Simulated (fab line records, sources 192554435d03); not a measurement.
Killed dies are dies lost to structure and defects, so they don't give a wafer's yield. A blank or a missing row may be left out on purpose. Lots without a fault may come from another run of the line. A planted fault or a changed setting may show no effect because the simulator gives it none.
Which tool did it? | flow n5_finfet | 9 lots, 27 wafers sampled, at 5 steps of a route of 1938

WHAT THE GAUGES READ, wafer by wafer
N5_FIN_SAQP_INSPECT_18: inspects for defects (brightfield). Usual: raw_defect_count 448, standard deviation 120.
lot  | measured    | on                | raw_defect_count | flag
L674 | day 2 05:42 | defect_inspect-01 | 559 565 511      |
L678 | day 3 03:29 | defect_inspect-01 | 403 487 387      |
L680 | day 3 15:59 | defect_inspect-01 | 527 587 491      |
L681 | day 3 22:45 | defect_inspect-01 | 572 683 871      |
L682 | day 4 04:11 | defect_inspect-02 | 435 503 522      |
L683 | day 4 12:02 | defect_inspect-01 | 497 610 505      |
L685 | day 5 00:29 | defect_inspect-01 | 365 371 422      |
L692 | day 6 21:38 | defect_inspect-01 | 389 507 561      |
L696 | day 7 15:44 | defect_inspect-01 | 380 521 441      |

N5_BEOL_M4_RC_MEAS_101. Usual: DIBL_N 36.2 mV/V, standard deviation 1.7; DIBL_P 36.6 mV/V, standard deviation 1.9; IOFF_N 0.16 nA/um, standard deviation 0.032; IOFF_P 0.21 nA/um, standard deviation 0.037; ION_N 675 uA/um, standard deviation 12; ION_P 460 uA/um, standard deviation 8.1; SS_N 71.4 mV/dec, standard deviation 0.58; SS_P 73.4 mV/dec, standard deviation 0.64; VT_N 249 mV, standard deviation 3.2; VT_P -252 mV, standard deviation 3.4.
lot  | measured     | on        | DIBL_N (mV/V)  | DIBL_P (mV/V)  | IOFF_N (nA/um) | IOFF_P (nA/um) | ION_N (uA/um) | ION_P (uA/um) | SS_N (mV/dec)  | SS_P (mV/dec)  | VT_N (mV)   | VT_P (mV)      | flag
L674 | day 8 01:22  | prober-02 | 36.7 36.4 33.9 | 37.2 37.7 34.4 | 0.17 0.16 0.13 | 0.23 0.23 0.18 | 665 687 668   | 465 468 465   | 71.8 72.2 71.1 | 73.2 73.8 72.9 | 250 250 252 | -248 -247 -250 |
L678 | day 9 02:31  | prober-02 | 37.4 34.8 35.5 | 38.4 34.5 35.5 | 0.18 0.13 0.15 | 0.23 0.16 0.18 | 679 674 671   | 467 461 458   | 71.6 70.8 70.8 | 74.6 73.0 73.6 | 249 251 251 | -246 -251 -253 |
L680 | day 9 11:34  | prober-02 | 36.8 35.1 36.4 | 38.0 37.1 37.7 | 0.17 0.14 0.16 | 0.21 0.18 0.20 | 669 669 672   | 454 451 450   | 72.3 71.1 71.1 | 73.7 72.7 73.2 | 248 251 246 | -254 -251 -253 |
L681 | day 9 11:06  | prober-01 | 39.4 39.1 38.0 | 39.6 39.7 38.2 | 0.27 0.25 0.23 | 0.30 0.30 0.27 | 700 697 697   | 471 473 471   | 72.8 71.7 71.8 | 74.4 74.9 73.8 | 242 241 242 | -245 -244 -250 |
L682 | day 9 16:11  | prober-02 | 35.6 33.9 34.7 | 36.2 33.8 35.1 | 0.16 0.12 0.14 | 0.19 0.15 0.17 | 684 671 676   | 463 455 463   | 71.6 71.2 71.1 | 73.1 73.2 73.2 | 248 253 249 | -250 -254 -253 |
L683 | day 10 10:41 | prober-02 | 38.8 34.4 37.4 | 41.1 35.3 38.8 | 0.20 0.12 0.18 | 0.27 0.17 0.23 | 688 658 693   | 473 454 465   | 71.6 70.9 71.7 | 74.6 72.6 73.9 | 245 252 247 | -250 -256 -253 |
L685 | day 11 02:02 | prober-02 | 34.1 35.5 35.3 | 33.4 35.1 35.6 | 0.13 0.15 0.15 | 0.16 0.18 0.18 | 667 677 671   | 456 463 461   | 70.7 71.3 71.5 | 72.5 73.8 73.5 | 249 253 252 | -254 -253 -254 |
L692 | day 12 18:07 | prober-02 | 36.1 34.3 35.9 | 38.3 35.7 37.9 | 0.17 0.14 0.17 | 0.23 0.19 0.22 | 681 670 683   | 468 466 465   | 71.4 70.0 70.7 | 73.1 73.2 73.0 | 244 251 248 | -250 -252 -250 |
L696 | day 13 08:45 | prober-02 | 37.0 35.7 37.2 | 35.9 34.2 37.3 | 0.16 0.13 0.17 | 0.21 0.19 0.23 | 680 666 684   | 465 460 469   | 71.2 69.8 71.0 | 72.9 72.2 73.9 | 249 254 249 | -253 -250 -247 |

WHICH TOOL RAN EACH LOT (tool, then ch and the chambers of the sampled wafers, then the start)
lot  | N5_PMOS_HMC_CHANNEL_EPI_FIN_RECESS_16 | N5_FIN_SAQP_ALD_61               | N5_FIN_SAQP_STRIP_55
L674 | rie_si-05 ch 1,2,3, day 2 01:23       | ald_sin-03 ch 0,1,3, day 2 04:18 | rie_diel-04 ch 0,2,3, day 2 06:17
L678 | rie_si-02 ch 0,1,2, day 2 23:48       | ald_sin-04 ch 1,3, day 3 02:13   | rie_diel-05 ch 0,2,3, day 3 03:54
L680 | rie_si-02 ch 1,2,3, day 3 11:47       | ald_sin-04 ch 0,3, day 3 14:37   | rie_diel-04 ch 1,2, day 3 16:25
L681 | rie_si-05 ch 1,2, day 3 18:28         | ald_sin-01 ch 1,3, day 3 21:24   | rie_diel-04 ch 1,3, day 3 23:10
L682 | rie_si-02 ch 1,3, day 3 23:59         | ald_sin-04 ch 1,2,3, day 4 02:50 | rie_diel-06 ch 0,2,3, day 4 04:38
L683 | rie_si-04 ch 0,1,3, day 4 06:56       | ald_sin-04 ch 1,2,3, day 4 10:47 | rie_diel-04 ch 0,1,3, day 4 12:35
L685 | rie_si-05 ch 0,2,3, day 4 18:17       | ald_sin-01 ch 0,1,3, day 4 23:14 | rie_diel-05 ch 0,2, day 5 00:54
L692 | rie_si-04 ch 0,1, day 6 16:43         | ald_sin-01 ch 0,1, day 6 20:18   | rie_diel-05 ch 1,3, day 6 22:02
L696 | rie_si-04 ch 0,3, day 7 11:56         | ald_sin-03 ch 0,3, day 7 14:28   | rie_diel-05 ch 2,3, day 7 16:10
- N5_PMOS_HMC_CHANNEL_EPI_FIN_RECESS_16: chemistry HBr/Cl2, target Si, target depth 54 nm, time 18 s.
- N5_FIN_SAQP_ALD_61: deposits SiO2, target thk 4 nm, pulse time 1 s, purge time 2 s.
- N5_FIN_SAQP_STRIP_55: strips in N2/H2.

WHAT THE TOOLS THEMSELVES READ (means of the sampled wafers that have a number; where no wafer has one, the mark that the record gives instead)
N5_PMOS_HMC_CHANNEL_EPI_FIN_RECESS_16. Usual: drypump_motor_current_A 5.5 A, standard deviation 0.47; oes_product_au 1.001 a.u., standard deviation 0.016; throttle_valve_pct 35.6 %, standard deviation 0.37.
lot  | tool      | drypump_motor_current_A (A) | oes_product_au (a.u.) | throttle_valve_pct (%) | flag
L674 | rie_si-05 | 5.2                         | 1.005                 | 35.8                   |
L678 | rie_si-02 | 5.4                         | 1.001                 | 36.0                   |
L680 | rie_si-02 | 5.7                         | 0.990                 | 35.6                   |
L681 | rie_si-05 | 5.3                         | 1.015                 | 35.6                   |
L682 | rie_si-02 | 6.0                         | 0.986                 | 35.3                   |
L683 | rie_si-04 | 6.0                         | 1.008                 | 35.5                   |
L685 | rie_si-05 | 5.0                         | 1.003                 | 35.6                   |
L692 | rie_si-04 | 6.1                         | 0.999                 | 35.7                   |
L696 | rie_si-04 | 6.1                         | 1.022                 | 35.6                   |

N5_FIN_SAQP_ALD_61. Usual: heater_power_w 482 W, standard deviation 36; precursor_pulse_height_rel 1.001, standard deviation 0.02.
lot  | tool       | heater_power_w (W) | precursor_pulse_height_rel | flag
L674 | ald_sin-03 | 480                | 1.007                      |
L678 | ald_sin-04 | 460                | 0.992                      |
L680 | ald_sin-04 | 507                | 1.008                      |
L681 | ald_sin-01 | 483                | 0.974                      |
L682 | ald_sin-04 | 463                | 1.000                      |
L683 | ald_sin-04 | 471                | 1.034                      |
L685 | ald_sin-01 | 494                | 0.995                      |
L692 | ald_sin-01 | 496                | 0.989                      |
L696 | ald_sin-03 | 526                | 0.990                      |

N5_FIN_SAQP_STRIP_55. Usual: drypump_motor_current_A 5.6 A, standard deviation 0.48; oes_product_au 0.80 a.u., standard deviation 0.081; power_w 499.9 W, standard deviation 1.6; rf_vpp_V 122.0 V, standard deviation 1.6; showerhead_plenum_p_Torr 3.36 Torr, standard deviation 0.13; throttle_valve_pct 19.0 %, standard deviation 0.33.
lot  | tool        | drypump_motor_current_A (A) | oes_product_au (a.u.) | power_w (W) | rf_vpp_V (V) | showerhead_plenum_p_Torr (Torr) | throttle_valve_pct (%) | flag
L674 | rie_diel-04 | 5.7                         | 0.83                  | 500.8       | 122.9        | 3.39                            | 19.0                   |
L678 | rie_diel-05 | 5.9                         | 0.85                  | 500.5       | 124.1        | 3.44                            | 19.0                   |
L680 | rie_diel-04 | 6.2                         | 0.88                  | 498.1       | 121.7        | 3.28                            | 18.8                   |
L681 | rie_diel-04 | 5.4                         | 0.79                  | 498.7       | 122.1        | 3.34                            | 18.8                   |
L682 | rie_diel-06 | 5.0                         | 0.75                  | 499.8       | 122.4        | 3.26                            | 19.1                   |
L683 | rie_diel-04 | 5.6                         | 0.76                  | 501.8       | 120.8        | 3.37                            | 19.1                   |
L685 | rie_diel-05 | 5.7                         | 0.84                  | 498.6       | 123.5        | 3.54                            | 19.0                   |
L692 | rie_diel-05 | 5.5                         | 0.84                  | 499.3       | 119.9        | 3.25                            | 18.9                   |
L696 | rie_diel-05 | 5.7                         | 0.83                  | 499.5       | 121.8        | 3.44                            | 19.0                   |

THE ANSWER, worked out from the rows above alone
Rule: a lot is off if the mean of its wafers that have a number lies more than 3 standard deviations from the usual mean. A lot without any number at a reading at which 4 lots or more have one is off too. The other lots that the step has rows for count as sound. The gauges are gone through in route order, then the tools' own readings, and for those a lot's mean is taken as printed above. The first step at which some lot is off is used, and at that step the reading that is off furthest; a lot without a number counts as furthest.
No lot is off at any reading shown: from this, nothing can be told.

WHAT THE SIMULATOR HAD PUT IN
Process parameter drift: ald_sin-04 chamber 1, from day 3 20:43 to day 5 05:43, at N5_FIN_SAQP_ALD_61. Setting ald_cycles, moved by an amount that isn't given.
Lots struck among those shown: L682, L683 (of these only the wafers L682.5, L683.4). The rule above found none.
